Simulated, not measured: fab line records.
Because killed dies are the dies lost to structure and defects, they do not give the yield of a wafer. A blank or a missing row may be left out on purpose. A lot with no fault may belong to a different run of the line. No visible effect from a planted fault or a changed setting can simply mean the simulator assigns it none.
fab line records	flow n5_finfet
[record] lots = 24	wafers = 72	last_day = 21
route steps=1938 shown MOL_CONTACT_COAG@526
lots that met no fault: from a run of the same line without faults
start_h: the number of hours between the record's first day and the start of the first shown wafer of the lot	wait_h: time in hours since the lot's previous step	" repeats the value in the row above	L1.1+2: a single row standing in for several wafers	- either no value or no given start	* or withheld: withheld	< > ~ a bound
route shown NAME@n: names a module that has steps shown in the file, with the first one's number in the route	usual: the fault-free wafers' mean and standard deviation	same: alike in all rows	chamber/n: place in a boat	sites: readings site by site	_std_site: the standard deviation of these	_edge_site: inner sites' mean taken away from outer sites' mean	radius_mm: how far each site lies from the wafer's centre	mask NAME#n: copy n	behind: tool/chamber where the wafer was last shaped	hold: reason for holding the lot/hours on hold/outcome of the hold	device: the transistor (n, p or np) that didn't switch	end of line: tests of these same wafers at the route's end	a step without rows: its recipe alone	killed: the dies lost at the first sort to structure and to defects; this is not the yield of the wafer	map: a wafer's dies, x killed, . not, _ none there
set.NAME: the setting the step ran with; set.NAME@STEP: the setting that earlier step ran with	model.NAME: the simulator's own value behind a step, which no gauge read
route steps across a sampled set of lots; one table per step, one row per wafer
services: when a tool's chamber went out of use (start_h, in hours from the record's first day, below 0 if earlier), for how many hours, and the reason
[[steps]]
[step N5_MOL_CONTACT_COAG_CD_MEAS_08]
[recipe] target_cd_nm = 28	landing_energy_ev = 500	detector = se_inlens	polarity = opening
[usual] cd_nm = 28.04/0.24
lot.wafer	tool	chamber	start_h	wait_h	cd_nm
L074.1	cd_sem-01	0	85.42	-	27.89
L074.4	"	0	"	"	28.07
L074.6	"	0	"	"	27.90
L075.2	cd_sem-02	0	91.18	-	27.92
L075.3	"	0	"	"	27.95
L075.4	"	0	"	"	28.02
L076.2	cd_sem-02	0	98.28	-	28.12
L076.4	"	0	"	"	27.56
L076.6	"	0	"	"	27.79
L077.2	cd_sem-02	0	103.71	-	28.11
L077.3	"	0	"	"	28.21
L077.5	"	0	"	"	28.82
L078.2	cd_sem-01	0	111.86	-	27.98
L078.4	"	0	"	"	28.28
L078.5	"	0	"	"	27.91
L079.4	cd_sem-03	0	119.40	-	27.94
L079.5	"	0	"	"	27.63
L079.6	"	0	"	"	28.22
L080.2	cd_sem-02	0	124.30	-	27.63
L080.4	"	0	"	"	27.75
L080.5	"	0	"	"	27.89
L081.3	cd_sem-01	0	129.24	-	28.22
L081.5	"	0	"	"	28.23
L081.6	"	0	"	"	27.39
L082.3	cd_sem-02	0	132.82	-	27.72
L082.4	"	0	"	"	27.55
L082.6	"	0	"	"	27.95
L083.2	cd_sem-01	0	139.61	-	28.16
L083.3	"	0	"	"	28.39
L083.6	"	0	"	"	27.98
L084.1	cd_sem-02	0	148.74	-	28.15
L084.4	"	0	"	"	28.09
L084.5	"	0	"	"	28.16
L085.2	cd_sem-01	0	156.47	-	28.09
L085.3	"	0	"	"	28.30
L085.4	"	0	"	"	28.07
L086.2	cd_sem-02	0	160.77	-	28.24
L086.3	"	0	"	"	27.94
L086.4	"	0	"	"	28.43
L087.1	cd_sem-02	0	163.07	-	28.39
L087.2	"	0	"	"	28.14
L087.6	"	0	"	"	28.11
L088.2	cd_sem-02	0	169.54	-	27.96
L088.5	"	0	"	"	28.05
L088.6	"	0	"	"	28.03
L089.1	cd_sem-01	0	176.93	-	27.98
L089.2	"	0	"	"	28.46
L089.4	"	0	"	"	28.15
L090.3	cd_sem-01	0	185.98	-	27.60
L090.4	"	0	"	"	28.03
L090.6	"	0	"	"	28.14
L091.3	cd_sem-03	0	189.99	-	28.52
L091.4	"	0	"	"	28.65
L091.5	"	0	"	"	27.80
L092.2	cd_sem-01	0	196.43	-	28.34
L092.3	"	0	"	"	27.91
L092.5	"	0	"	"	28.16
L093.2	cd_sem-02	0	201.01	-	27.96
L093.3	"	0	"	"	28.05
L093.6	"	0	"	"	28.19
L094.2	cd_sem-03	0	212.51	-	27.56
L094.3	"	0	"	"	28.22
L094.4	"	0	"	"	27.90
L095.1	cd_sem-01	0	215.33	-	27.97
L095.2	"	0	"	"	27.77
L095.6	"	0	"	"	27.98
L096.1	cd_sem-01	0	218.68	-	27.83
L096.2	"	0	"	"	27.81
L096.5	"	0	"	"	28.07
L097.4	cd_sem-03	0	227.05	-	28.02
L097.5	"	0	"	"	28.24
L097.6	"	0	"	"	27.94
[step N5_MOL_CONTACT_COAG_OVL_MEAS_09]
[recipe] points_per_wafer = 522
[usual] CA_OVL = 0.0/0.74
lot.wafer	tool	chamber	start_h	wait_h	CA_OVL[nm]
L074.1	overlay-01	0	85.45	0.0	0.6
L074.4	"	0	"	"	1.1
L074.6	"	0	"	"	0.8
L075.2	overlay-02	0	91.21	0.0	-0.1
L075.3	"	0	"	"	-0.3
L075.4	"	0	"	"	-0.1
L076.2	overlay-02	0	98.31	0.0	-1.3
L076.4	"	0	"	"	-0.6
L076.6	"	0	"	"	-0.4
L077.2	overlay-02	0	103.74	0.0	-0.7
L077.3	"	0	"	"	-0.3
L077.5	"	0	"	"	-1.1
L078.2	overlay-01	0	111.89	0.0	0.9
L078.4	"	0	"	"	0.1
L078.5	"	0	"	"	-0.5
L079.4	overlay-01	0	119.44	0.0	-1.2
L079.5	"	0	"	"	-0.1
L079.6	"	0	"	"	-1.6
L080.2	overlay-02	0	124.33	0.0	0.4
L080.4	"	0	"	"	-0.4
L080.5	"	0	"	"	-0.1
L081.3	overlay-02	0	129.27	0.0	0.4
L081.5	"	0	"	"	1.0
L081.6	"	0	"	"	-1.1
L082.3	overlay-02	0	132.86	0.0	0.8
L082.4	"	0	"	"	0.5
L082.6	"	0	"	"	-0.2
L083.2	overlay-02	0	139.64	0.0	0.6
L083.3	"	0	"	"	1.7
L083.6	"	0	"	"	1.3
L084.1	overlay-01	0	148.77	0.0	-0.4
L084.4	"	0	"	"	0.2
L084.5	"	0	"	"	-0.3
L085.2	overlay-01	0	156.50	0.0	1.0
L085.3	"	0	"	"	-0.1
L085.4	"	0	"	"	0.4
L086.2	overlay-01	0	160.80	0.0	0.1
L086.3	"	0	"	"	0.1
L086.4	"	0	"	"	0.6
L087.1	overlay-02	0	163.10	0.0	-0.4
L087.2	"	0	"	"	-0.3
L087.6	"	0	"	"	-0.5
L088.2	overlay-02	0	169.57	0.0	0.1
L088.5	"	0	"	"	-0.4
L088.6	"	0	"	"	0.1
L089.1	overlay-01	0	176.96	0.0	0.4
L089.2	"	0	"	"	-0.6
L089.4	"	0	"	"	-0.9
L090.3	overlay-01	0	186.02	0.0	-0.7
L090.4	"	0	"	"	0.4
L090.6	"	0	"	"	-0.3
L091.3	overlay-01	0	190.03	0.0	1.0
L091.4	"	0	"	"	0.0
L091.5	"	0	"	"	0.7
L092.2	overlay-01	0	196.46	0.0	0.1
L092.3	"	0	"	"	1.1
L092.5	"	0	"	"	0.8
L093.2	overlay-02	0	201.05	0.0	-1.4
L093.3	"	0	"	"	0.4
L093.6	"	0	"	"	-0.8
L094.2	overlay-02	0	212.55	0.0	1.5
L094.3	"	0	"	"	-0.4
L094.4	"	0	"	"	1.8
L095.1	overlay-02	0	215.36	0.0	0.4
L095.2	"	0	"	"	-1.4
L095.6	"	0	"	"	-1.7
L096.1	overlay-01	0	218.71	0.0	-0.3
L096.2	"	0	"	"	-0.1
L096.5	"	0	"	"	-1.1
L097.4	overlay-02	0	227.09	0.0	0.1
L097.5	"	0	"	"	0.9
L097.6	"	0	"	"	-0.2
[step N5_MOL_CONTACT_COAG_ALD_27]
[recipe] material = SiOC	target_thk_a = 170	temp_c = 400	ald_precursor_family = carbosiloxane	ald_co_reactant = H2-plasma	pulse_time_s = 1.5	time_s = 2720	purge_time_s = 2	co_reactant_purge_time_s = 2	ald_cycles = 340	pressure_torr = 2
[usual] chamber_pressure_Torr = 2.000/0.0047	heater_power_outer_w = 531/68	heater_power_w = 853/96	precursor_pulse_height_rel = 1.004/0.019
lot.wafer	tool	chamber	start_h	wait_h	chamber_pressure_Torr	heater_power_outer_w	heater_power_w	precursor_pulse_height_rel	since_wet_clean_h
L074.1	ald_sin-04	2	91.68	0.0	2.006	522	887	0.989	84
L074.4	"	1	"	"	2.003	586	985	1.037	-
L074.6	"	2	"	"	2.000	522	893	1.009	-
L075.2	ald_sin-03	2	97.78	0.0	2.006	501	822	1.027	287
L075.3	"	3	"	"	1.994	598	936	1.025	287
L075.4	"	0	"	"	2.004	629	972	1.009	287
L076.2	ald_sin-04	0	110.44	0.0	1.999	502	876	1.031	103
L076.4	"	3	"	"	2.006	526	835	1.019	103
L076.6	"	1	"	"	2.008	587	987	1.008	-
L077.2	ald_sin-03	3	112.15	0.0	1.997	605	951	1.038	302
L077.3	"	2	"	"	2.002	500	829	1.016	302
L077.5	"	1	"	"	1.998	586	890	1.009	-
L078.2	ald_sin-03	0	117.21	0.0	2.003	640	972	0.988	307
L078.4	"	3	"	"	1.999	605	956	1.019	307
L078.5	"	2	"	"	1.998	502	819	0.998	-
L080.2	ald_sin-02	3	135.05	0.0	1.995	497	772	0.989	36
L080.4	"	0	"	"	2.001	393	634	1.021	36
L080.5	"	0	"	"	1.996	392	635	1.026	-
L079.4	ald_sin-03	2	135.39	0.1	1.994	489	827	1.008	325
L079.5	"	0	"	"	1.999	642	971	1.037	-
L079.6	"	3	"	"	2.000	597	933	1.010	-
L082.3	ald_sin-02	0	138.78	0.0	1.997	389	633	0.993	39
L082.4	"	3	"	"	1.996	491	818	1.034	39
L082.6	"	3	"	"	1.995	485	820	1.001	-
L081.3	ald_sin-03	1	139.32	0.1	2.008	590	878	0.992	329
L081.5	"	3	"	"	2.002	607	901	1.008	-
L081.6	"	0	"	"	1.990	631	958	1.004	-
L083.2	ald_sin-04	3	146.51	0.0	1.998	520	804	1.012	139
L083.3	"	0	"	"	2.002	498	850	0.996	139
L083.6	"	3	"	"	1.998	542	802	1.003	-
L084.1	ald_sin-02	3	155.35	0.0	2.011	500	825	0.999	56
L084.4	"	0	"	"	2.001	387	624	1.000	56
L084.5	"	3	"	"	2.008	486	780	1.003	-
L085.2	ald_sin-03	3	164.41	0.0	1.991	610	946	0.980	354
L085.3	"	1	"	"	1.996	581	889	0.989	354
L085.4	"	2	"	"	2.001	501	802	1.016	-
L086.2	ald_sin-02	1	168.55	0.0	2.004	434	754	1.036	69
L086.3	"	2	"	"	1.998	487	782	1.031	69
L086.4	"	3	"	"	1.996	499	779	1.012	69
L087.1	ald_sin-04	2	170.18	0.2	2.001	524	869	0.999	162
L087.2	"	1	"	"	1.997	583	961	1.022	162
L087.6	"	1	"	"	2.000	583	967	0.996	-
L088.2	ald_sin-04	1	176.72	0.2	2.001	602	948	0.995	169
L088.5	"	2	"	"	2.000	527	905	0.976	-
L088.6	"	3	"	"	2.002	527	827	1.007	-
L089.1	ald_sin-04	2	184.30	0.0	1.992	525	904	1.030	176
L089.2	"	3	"	"	1.996	537	802	1.030	176
L089.4	"	0	"	"	1.993	497	874	1.006	176
L090.3	ald_sin-03	0	194.75	0.4	2.006	629	952	1.003	3
L090.4	"	3	"	"	2.000	579	927	0.969	3
L090.6	"	3	"	"	2.004	575	910	1.029	-
L091.3	ald_sin-03	0	197.09	0.3	1.989	626	932	1.029	5
L091.4	"	2	"	"	2.003	481	804	0.993	5
L091.5	"	2	"	"	1.989	472	804	0.996	-
L092.2	ald_sin-03	0	202.21	0.0	1.998	633	942	1.001	10
L092.3	"	2	"	"	1.998	473	837	1.025	10
L092.5	"	1	"	"	2.005	591	889	1.016	-
L093.2	ald_sin-03	3	208.13	0.1	2.006	568	930	0.995	16
L093.3	"	0	"	"	1.997	628	926	1.001	16
L093.6	"	0	"	"	1.999	621	940	1.023	-
L094.2	ald_sin-04	3	219.29	0.0	2.000	539	816	0.989	211
L094.3	"	0	"	"	1.993	497	875	1.025	211
L094.4	"	2	"	"	2.005	529	871	1.000	211
L095.1	ald_sin-04	0	222.88	0.0	2.000	499	849	0.960	215
L095.2	"	1	"	"	2.002	601	988	1.002	215
L095.6	"	2	"	"	1.989	530	894	1.003	-
L096.1	ald_sin-02	3	226.41	0.0	1.995	488	808	1.010	127
L096.2	"	2	"	"	2.004	488	772	0.978	127
L096.5	"	3	"	"	1.997	488	808	0.998	-
L097.4	ald_sin-02	1	232.55	0.0	1.998	444	725	1.021	133
L097.5	"	0	"	"	2.006	390	629	1.006	-
L097.6	"	1	"	"	1.994	439	737	0.977	-
[step N5_MOL_CONTACT_COAG_CMP_28]
[recipe] stop_on = SiNx	t_overpolish_s = 0.85	post_cmp_clean = alkaline_brush	down_force_psi = 4.15	platen_rpm = 51.8	pad_velocity_m_s = 1.0307	target_thk_nm = 14.522
[usual] motor_current_A = 12.6/1.1	time_to_endpoint_s = 4.4/2.1
lot.wafer	tool	chamber	start_h	wait_h	motor_current_A	time_to_endpoint_s
L074.4	cmp-02	2	93.24	0.0	12.4	3.0
L074.1	"	0	"	"	12.0	7.0
L074.6	"	3	"	"	14.4	6.2
L075.2	cmp-01	3	99.35	0.8	11.7	6.5
L075.3	"	0	"	"	15.2	6.0
L075.4	"	1	"	"	10.0	6.0
L076.2	cmp-01	1	112.06	0.8	10.9	0.4
L076.4	"	3	"	"	12.1	3.8
L076.6	"	0	"	"	14.1	4.9
L077.2	cmp-02	0	113.76	0.8	12.3	6.5
L077.3	"	2	"	"	12.4	1.6
L077.5	"	0	"	"	12.6	5.2
L078.4	cmp-02	0	118.78	0.8	12.2	4.4
L078.2	"	3	"	"	13.6	3.0
L078.5	"	0	"	"	12.2	7.1
L080.4	cmp-02	3	136.62	0.8	13.5	4.8
L080.2	"	2	"	"	12.4	4.4
L080.5	"	3	"	"	13.4	7.3
L079.4	cmp-01	1	137.07	0.9	10.5	2.9
L079.6	"	2	"	"	12.1	2.6
L079.5	"	3	"	"	11.5	4.4
L082.3	cmp-03	2	140.35	0.8	13.8	3.8
L082.4	"	0	"	"	13.3	3.1
L082.6	"	3	"	"	11.3	3.2
L081.3	cmp-03	0	140.89	0.8	13.8	2.9
L081.6	"	0	"	"	12.4	2.9
L081.5	"	1	"	"	13.8	7.2
L083.2	cmp-01	2	148.16	0.9	11.7	0.0
L083.3	"	3	"	"	11.3	6.1
L083.6	"	1	"	"	11.4	1.2
L084.1	cmp-02	2	156.91	0.8	12.9	2.7
L084.4	"	1	"	"	12.6	6.7
L084.5	"	2	"	"	12.9	2.1
L085.2	cmp-02	2	165.98	0.8	12.4	4.5
L085.4	"	0	"	"	11.6	4.5
L085.3	"	1	"	"	12.3	5.6
L086.4	cmp-01	0	170.28	1.0	13.7	8.3
L086.3	"	1	"	"	10.5	5.0
L086.2	"	2	"	"	12.4	0.2
L087.2	cmp-03	3	171.79	0.8	12.0	2.8
L087.1	"	0	"	"	12.7	4.4
L087.6	"	3	"	"	11.3	2.4
L088.2	cmp-01	2	178.36	0.9	11.9	0.8
L088.5	"	0	"	"	13.8	7.3
L088.6	"	1	"	"	11.0	2.8
L089.4	cmp-01	0	185.86	0.8	13.5	4.2
L089.1	"	1	"	"	11.1	1.8
L089.2	"	2	"	"	11.6	1.8
L090.4	cmp-02	2	196.35	0.8	12.5	4.3
L090.3	"	3	"	"	13.9	5.4
L090.6	"	1	"	"	12.6	4.8
L091.3	cmp-02	0	198.66	0.8	13.0	6.9
L091.4	"	1	"	"	12.4	6.3
L091.5	"	1	"	"	12.0	6.4
L092.3	cmp-03	2	203.78	0.8	14.2	0.1
L092.2	"	1	"	"	13.8	4.2
L092.5	"	3	"	"	11.5	2.6
L093.2	cmp-01	0	209.70	0.8	14.0	4.0
L093.3	"	1	"	"	10.8	3.5
L093.6	"	1	"	"	11.6	3.1
L094.2	cmp-03	0	220.86	0.8	13.4	4.2
L094.3	"	1	"	"	13.6	4.8
L094.4	"	2	"	"	13.9	4.1
L095.2	cmp-03	2	224.52	0.9	13.8	6.6
L095.1	"	3	"	"	10.8	4.8
L095.6	"	0	"	"	14.3	6.9
L096.2	cmp-01	3	227.98	0.8	11.4	0.6
L096.1	"	0	"	"	13.9	5.5
L096.5	"	0	"	"	13.8	4.6
L097.4	cmp-03	3	234.12	0.8	11.4	4.0
L097.5	"	3	"	"	11.7	3.8
L097.6	"	0	"	"	13.8	8.2
[step N5_MOL_CONTACT_COAG_ETCHBACK_135]
[recipe] chemistry = CHF3	target = SiO2	target_depth_a = 250	time_s = 16.7	ion_energy_ev = 200	pressure_mtorr = 30	source_w = 610	bias_w = 170	Ar_flow_sccm = 200	CHF3_flow_sccm = 50
[usual] drypump_motor_current_A = 5.67/0.21	oes_ar_750_au = 0.78/0.083	oes_product_au = 0.78/0.087	rf_vpp_V = 530/20	showerhead_plenum_p_Torr = 2.38/0.068	throttle_valve_pct = 18.80/0.18
lot.wafer	tool	chamber	start_h	wait_h	drypump_motor_current_A	oes_ar_750_au	oes_product_au	rf_hours_counter_h	rf_vpp_V	showerhead_plenum_p_Torr	throttle_valve_pct
L074.1	rie_diel-04	2	95.56	0.0	5.41	0.71	0.71	208	536	2.45	18.75
L074.4	"	2	"	"	5.41	0.71	0.71	-	535	2.45	18.73
L074.6	"	1	"	"	5.90	0.71	0.70	-	532	2.32	18.83
L075.2	rie_diel-03	2	101.39	0.0	5.98	0.77	0.75	146	522	2.47	18.69
L075.3	"	0	"	"	5.51	0.75	0.74	175	504	2.36	18.69
L075.4	"	1	"	"	5.76	0.85	0.82	-	500	2.31	18.84
L076.2	rie_diel-01	3	114.00	0.0	5.86	0.68	0.69	223	545	2.35	18.66
L076.4	"	0	"	"	5.72	0.86	0.85	66	495	2.33	18.70
L076.6	"	3	"	"	5.85	0.68	0.69	-	544	2.35	18.65
L077.2	rie_diel-04	3	116.24	0.0	5.23	0.74	0.76	142	536	2.45	18.93
L077.3	"	2	"	"	5.43	0.71	0.70	213	536	2.45	18.74
L077.5	"	1	"	"	5.87	0.71	0.70	-	532	2.32	18.81
L078.2	rie_diel-04	1	121.09	0.0	5.88	0.71	0.69	242	531	2.32	18.82
L078.4	"	2	"	"	5.40	0.70	0.71	214	534	2.45	18.75
L078.5	"	1	"	"	5.89	0.70	0.70	-	532	2.32	18.81
L080.2	rie_diel-01	1	138.86	0.0	5.56	0.84	0.88	48	561	2.52	18.75
L080.4	"	3	"	"	5.86	0.69	0.68	229	545	2.35	18.66
L080.5	"	0	"	"	5.74	0.85	0.86	-	496	2.33	18.68
L079.4	rie_diel-01	2	139.58	0.0	5.63	0.75	0.75	143	544	2.39	19.11
L079.5	"	1	"	"	5.55	0.84	0.87	-	562	2.52	18.75
L079.6	"	2	"	"	5.63	0.74	0.77	-	547	2.39	19.10
L082.3	rie_diel-03	3	142.34	0.0	5.67	0.81	0.81	111	513	2.31	18.72
L082.4	"	1	"	"	5.79	0.83	0.81	95	500	2.31	18.86
L082.6	"	2	"	"	5.98	0.76	0.74	-	523	2.46	18.71
L081.3	rie_diel-04	3	143.05	0.0	5.25	0.73	0.75	151	536	2.45	18.91
L081.5	"	2	"	"	5.39	0.70	0.69	-	536	2.45	18.76
L081.6	"	3	"	"	5.23	0.73	0.76	-	538	2.45	18.94
L083.2	rie_diel-01	2	150.48	0.0	5.63	0.74	0.76	148	545	2.38	19.10
L083.3	"	1	"	"	5.57	0.84	0.87	53	563	2.51	18.76
L083.6	"	2	"	"	5.63	0.74	0.76	-	546	2.38	19.10
L084.1	rie_diel-01	0	159.71	0.0	5.72	0.85	0.84	80	495	2.32	18.74
L084.4	"	3	"	"	5.87	0.67	0.68	238	544	2.34	18.65
L084.5	"	3	"	"	5.86	0.68	0.68	-	544	2.34	18.67
L085.2	rie_diel-04	0	167.93	0.0	5.86	0.95	0.96	9	531	2.34	18.76
L085.3	"	3	"	"	5.24	0.72	0.75	162	536	2.44	18.94
L085.4	"	3	"	"	5.24	0.72	0.75	-	535	2.44	18.95
L086.2	rie_diel-01	1	172.76	0.0	5.49	0.83	0.84	63	561	2.51	18.79
L086.3	"	3	"	"	5.85	0.68	0.67	243	545	2.34	18.67
L086.4	"	0	"	"	5.73	0.83	0.83	85	495	2.32	18.74
L087.1	rie_diel-01	2	173.48	0.0	5.65	0.74	0.74	158	546	2.38	19.14
L087.2	"	3	"	"	5.86	0.68	0.68	243	544	2.34	18.68
L087.6	"	1	"	"	5.56	0.82	0.85	-	562	2.51	18.77
L088.2	rie_diel-01	3	180.19	0.0	5.88	0.67	0.68	245	545	2.34	18.67
L088.5	"	1	"	"	5.55	0.83	0.86	-	563	2.51	18.79
L088.6	"	2	"	"	5.63	0.74	0.74	-	547	2.38	19.13
L089.1	rie_diel-04	0	187.73	0.0	5.84	0.92	0.94	18	531	2.33	18.77
L089.2	"	2	"	"	5.41	0.68	0.68	241	535	2.44	18.79
L089.4	"	3	"	"	5.25	0.71	0.74	171	536	2.44	18.95
L090.3	rie_diel-04	0	198.40	0.0	5.88	0.91	0.91	21	529	2.33	18.77
L090.4	"	3	"	"	5.24	0.72	0.74	174	537	2.44	18.95
L090.6	"	2	"	"	5.39	0.68	0.68	-	535	2.44	18.81
L091.3	rie_diel-01	1	201.72	0.0	5.53	0.82	0.84	74	562	2.51	18.81
L091.4	"	0	"	"	5.77	0.83	0.83	-	495	2.32	18.73
L091.5	"	2	"	"	5.64	0.72	0.74	-	546	2.38	19.13
L092.2	rie_diel-03	1	206.05	0.0	5.79	0.81	0.78	119	499	2.30	18.91
L092.3	"	0	"	"	5.52	0.71	0.70	210	503	2.35	18.75
L092.5	"	0	"	"	5.51	0.72	0.70	-	502	2.35	18.75
L093.2	rie_diel-04	1	211.54	0.0	5.89	0.95	0.93	14	530	2.31	18.36
L093.3	"	3	"	"	5.24	0.71	0.72	180	537	2.43	18.97
L093.6	"	1	"	"	5.87	0.95	0.93	-	532	2.31	18.37
L094.2	rie_diel-03	3	222.72	0.0	5.65	0.79	0.76	143	511	2.30	18.77
L094.3	"	1	"	"	5.78	0.81	0.78	126	499	2.30	18.92
L094.4	"	2	"	"	5.93	0.74	0.71	186	523	2.45	18.75
L095.1	rie_diel-01	0	226.35	0.0	5.76	0.81	0.81	109	494	2.31	18.74
L095.2	"	1	"	"	5.55	0.80	0.83	86	563	2.50	18.81
L095.6	"	3	"	"	5.86	0.94	0.96	-	544	2.34	18.28
L096.1	rie_diel-04	2	230.11	0.0	5.42	0.97	1.01	2	535	2.44	18.47
L096.2	"	1	"	"	5.93	0.93	0.93	19	531	2.31	18.37
L096.5	"	3	"	"	5.26	0.71	0.72	-	537	2.43	18.98
L097.4	rie_diel-03	3	236.02	0.0	5.67	0.78	0.76	147	513	2.30	18.78
L097.5	"	0	"	"	5.53	0.71	0.70	-	502	2.34	18.76
L097.6	"	3	"	"	5.67	0.78	0.77	-	513	2.30	18.78
[step N5_MOL_CONTACT_COAG_CD_MEAS_40]
[recipe] target_cd_nm = 25.1	landing_energy_ev = 500	detector = se_inlens	polarity = opening
[usual] cd_nm = 25.17/0.26
lot.wafer	tool	chamber	start_h	wait_h	cd_nm
L074.1	cd_sem-02	0	96.25	-	24.82
L074.4	"	0	"	"	25.56
L074.6	"	0	"	"	25.09
L075.2	cd_sem-01	0	102.21	-	25.06
L075.3	"	0	"	"	24.74
L075.4	"	0	"	"	24.86
L076.2	cd_sem-02	0	114.81	-	25.06
L076.4	"	0	"	"	25.40
L076.6	"	0	"	"	24.84
L077.2	cd_sem-01	0	116.93	-	24.87
L077.3	"	0	"	"	25.28
L077.5	"	0	"	"	24.79
L078.2	cd_sem-03	0	121.90	-	25.25
L078.4	"	0	"	"	25.11
L078.5	"	0	"	"	25.44
L080.2	cd_sem-02	0	139.60	-	25.21
L080.4	"	0	"	"	25.27
L080.5	"	0	"	"	25.87
L079.4	cd_sem-02	0	140.27	-	25.65
L079.5	"	0	"	"	25.32
L079.6	"	0	"	"	25.37
L082.3	cd_sem-01	0	143.15	-	25.38
L082.4	"	0	"	"	25.14
L082.6	"	0	"	"	24.87
L081.3	cd_sem-01	0	143.74	-	25.31
L081.5	"	0	"	"	25.13
L081.6	"	0	"	"	25.32
L083.2	cd_sem-03	0	151.17	-	25.53
L083.3	"	0	"	"	25.37
L083.6	"	0	"	"	25.15
L084.1	cd_sem-02	0	160.52	-	25.46
L084.4	"	0	"	"	25.03
L084.5	"	0	"	"	25.09
L085.2	cd_sem-03	0	168.75	-	24.94
L085.3	"	0	"	"	25.22
L085.4	"	0	"	"	24.93
L086.2	cd_sem-02	0	173.45	-	25.58
L086.3	"	0	"	"	25.34
L086.4	"	0	"	"	25.60
L087.1	cd_sem-01	0	174.29	-	25.12
L087.2	"	0	"	"	25.05
L087.6	"	0	"	"	25.07
L088.2	cd_sem-02	0	181.00	-	25.42
L088.5	"	0	"	"	24.97
L088.6	"	0	"	"	25.17
L089.1	cd_sem-03	0	188.42	-	25.09
L089.2	"	0	"	"	25.23
L089.4	"	0	"	"	24.97
L090.3	cd_sem-03	0	199.09	-	25.05
L090.4	"	0	"	"	25.38
L090.6	"	0	"	"	25.37
L091.3	cd_sem-01	0	202.59	-	25.31
L091.4	"	0	"	"	25.10
L091.5	"	0	"	"	24.96
L092.2	cd_sem-03	0	206.99	-	25.63
L092.3	"	0	"	"	25.43
L092.5	"	0	"	"	25.18
L093.2	cd_sem-01	0	212.23	-	24.49
L093.3	"	0	"	"	25.10
L093.6	"	0	"	"	24.95
L094.2	cd_sem-03	0	223.44	-	25.18
L094.3	"	0	"	"	25.36
L094.4	"	0	"	"	25.58
L095.1	cd_sem-03	0	227.16	-	24.90
L095.2	"	0	"	"	25.18
L095.6	"	0	"	"	24.97
L096.1	cd_sem-03	0	230.92	-	25.12
L096.2	"	0	"	"	25.13
L096.5	"	0	"	"	25.04
L097.4	cd_sem-03	0	236.88	-	24.93
L097.5	"	0	"	"	25.00
L097.6	"	0	"	"	25.50
[[services]]
tool	chamber	start_h	hours	kind
cmp-01	-	70.35	2.1	repair
cmp-03	-	70.76	1.3	repair
ald_sin-03	3	78.05	2.7	repair
ald_sin-02	-	81.95	0.8	pm
ald_sin-02	-	85.87	14.0	pm
cmp-02	-	87.25	5.0	pm
rie_diel-04	3	94.76	1.6	repair
ald_sin-03	0	102.01	11.3	repair
cmp-01	-	102.15	0.5	repair
rie_diel-01	-	114.20	2.8	pm
ald_sin-04	3	122.15	16.0	repair
cmp-01	-	155.52	4.0	repair
ald_sin-03	0	159.56	17.0	repair
cmp-02	-	168.43	4.0	pm
ald_sin-04	0	172.52	3.1	repair
ald_sin-03	-	178.22	14.0	pm
cmp-03	-	183.47	7.5	pm
ald_sin-02	-	201.27	1.3	repair
cmp-02	-	208.11	4.1	repair
cmp-01	-	210.51	4.5	pm
cmp-01	-	215.48	1.9	repair
cmp-01	-	219.16	0.4	repair
cmp-03	-	228.22	1.7	repair
cmp-02	-	231.78	2.4	repair
[[key]]
fault none
